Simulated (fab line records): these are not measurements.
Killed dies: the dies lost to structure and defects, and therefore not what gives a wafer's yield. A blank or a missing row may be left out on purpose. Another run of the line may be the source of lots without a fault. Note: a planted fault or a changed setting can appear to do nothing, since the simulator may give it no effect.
Split-lot study | flow n5_finfet | 39 wafers read from 7 lots, route of 1938 steps

== ABOUT THE SPLIT ==
At N5_SD_EPI_N_EPI_21 (deposits Si:P, time 690 s), the setting pressure_torr was moved away from the recipe's 255 Torr on 36 of the 39 wafers read, by -19.4% to +7.0%. All remaining wafers had this setting at the recipe value.

== FROM THE SPLIT TO THE READING: what the file shows between them, 3 steps ==
- N5_SD_EPI_N_PRECLEAN_24: cleans in O3/DIW, time 60 s
- N5_SD_ACTIVATION_RTA_00: time 0 s
- N5_SD_ACTIVATION_LSA_01: time 0.0008 s

== THE READING ==
Measured at N5_SD_ACTIVATION_RS_MEAS_03 by four-point probe: RS_SD_N, in ohm/sq. A value of 21.94 ohm/sq with a standard deviation of 0.27 ohm/sq is what fault-free wafers of this fab line usually give.

wafer  | tool, chamber at the split | pressure_torr as run, Torr | against the recipe | RS_SD_N, ohm/sq | against lot-mates on the recipe
L074.1 | epi_rpcvd-01, 0            | 205.6                      | -19.4%             | 24.72           | no lot-mate on the recipe
L074.2 | epi_rpcvd-01, 0            | 205.6                      | -19.4%             | 24.10           | no lot-mate on the recipe
L074.3 | epi_rpcvd-01, 0            | 205.6                      | -19.4%             | 24.22           | no lot-mate on the recipe
L074.4 | epi_rpcvd-01, 0            | 205.6                      | -19.4%             | 24.71           | no lot-mate on the recipe
L074.5 | epi_rpcvd-01, 0            | 205.6                      | -19.4%             | 24.34           | no lot-mate on the recipe
L074.6 | epi_rpcvd-01, 0            | 205.6                      | -19.4%             | 24.22           | no lot-mate on the recipe
L085.1 | epi_rpcvd-04, 0            | 255                        | recipe             | 22.11           | -
L085.3 | epi_rpcvd-04, 0            | 255                        | recipe             | 22.04           | -
L085.5 | epi_rpcvd-04, 0            | 255                        | recipe             | 22.31           | -
L086.1 | epi_rpcvd-04, 0            | 272.7                      | +6.9%              | 21.05           | no lot-mate on the recipe
L086.2 | epi_rpcvd-04, 0            | 272.7                      | +6.9%              | 21.12           | no lot-mate on the recipe
L086.3 | epi_rpcvd-04, 0            | 272.7                      | +6.9%              | 21.03           | no lot-mate on the recipe
L086.4 | epi_rpcvd-04, 0            | 272.7                      | +6.9%              | 21.16           | no lot-mate on the recipe
L086.5 | epi_rpcvd-04, 0            | 272.7                      | +6.9%              | 21.05           | no lot-mate on the recipe
L086.6 | epi_rpcvd-04, 0            | 272.7                      | +6.9%              | 21.58           | no lot-mate on the recipe
L090.1 | epi_rpcvd-01, 0            | 272.8                      | +7.0%              | 20.78           | no lot-mate on the recipe
L090.2 | epi_rpcvd-01, 0            | 272.8                      | +7.0%              | 20.96           | no lot-mate on the recipe
L090.3 | epi_rpcvd-01, 0            | 272.8                      | +7.0%              | 21.07           | no lot-mate on the recipe
L090.4 | epi_rpcvd-01, 0            | 272.8                      | +7.0%              | 21.35           | no lot-mate on the recipe
L090.5 | epi_rpcvd-01, 0            | 272.8                      | +7.0%              | 20.97           | no lot-mate on the recipe
L090.6 | epi_rpcvd-01, 0            | 272.8                      | +7.0%              | 21.22           | no lot-mate on the recipe
L091.1 | epi_rpcvd-03, 0            | 222.8                      | -12.6%             | 23.69           | no lot-mate on the recipe
L091.2 | epi_rpcvd-03, 0            | 222.8                      | -12.6%             | 23.30           | no lot-mate on the recipe
L091.3 | epi_rpcvd-03, 0            | 222.8                      | -12.6%             | 23.34           | no lot-mate on the recipe
L091.4 | epi_rpcvd-03, 0            | 222.8                      | -12.6%             | 23.39           | no lot-mate on the recipe
L091.5 | epi_rpcvd-03, 0            | 222.8                      | -12.6%             | 23.24           | no lot-mate on the recipe
L091.6 | epi_rpcvd-03, 0            | 222.8                      | -12.6%             | 23.38           | no lot-mate on the recipe
L093.1 | epi_rpcvd-03, 0            | 229.3                      | -10.1%             | 23.68           | no lot-mate on the recipe
L093.2 | epi_rpcvd-03, 0            | 229.3                      | -10.1%             | 23.41           | no lot-mate on the recipe
L093.3 | epi_rpcvd-03, 0            | 229.3                      | -10.1%             | 23.61           | no lot-mate on the recipe
L093.4 | epi_rpcvd-03, 0            | 229.3                      | -10.1%             | 23.41           | no lot-mate on the recipe
L093.5 | epi_rpcvd-03, 0            | 229.3                      | -10.1%             | 23.65           | no lot-mate on the recipe
L093.6 | epi_rpcvd-03, 0            | 229.3                      | -10.1%             | 23.66           | no lot-mate on the recipe
L095.1 | epi_rpcvd-03, 0            | 222.7                      | -12.7%             | 23.71           | no lot-mate on the recipe
L095.2 | epi_rpcvd-03, 0            | 222.7                      | -12.7%             | 23.34           | no lot-mate on the recipe
L095.3 | epi_rpcvd-03, 0            | 222.7                      | -12.7%             | 23.46           | no lot-mate on the recipe
L095.4 | epi_rpcvd-03, 0            | 222.7                      | -12.7%             | 23.36           | no lot-mate on the recipe
L095.5 | epi_rpcvd-03, 0            | 222.7                      | -12.7%             | 23.35           | no lot-mate on the recipe
L095.6 | epi_rpcvd-03, 0            | 222.7                      | -12.7%             | 23.30           | no lot-mate on the recipe

THE FIT
A straight line over all 39 wafers: RS_SD_N changes by -0.123 ohm/sq for each +1% of pressure_torr; r = -0.98; the points scatter about the line by 0.24 ohm/sq.
Too few moved wafers with a lot-mate on the recipe to fit a line net of each lot's own level.

== THE WHOLE CHAIN: every reading that the file lists as answering this split, in the file's order ==
step                        | what it does                 | reading                                                                         | change (the file's fit)               | r (the file's)
N5_SD_EPI_N_EPI_21          | deposits Si:P, time 690 s    | Si-P_of_SD_EPI_N_EPI_21.thk_nm (the simulator's own value, which no gauge read) | +0.284 nm for each +1% of the setting | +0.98
N5_SD_ACTIVATION_RS_MEAS_03 | measures by four-point-probe | RS_SD_N                                                                         | -0.123 for each +1% of the setting    | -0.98

== THE FILE'S OWN FIT ==
RS_SD_N changes by -0.123 ohm/sq for each +1% of pressure_torr, r = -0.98.
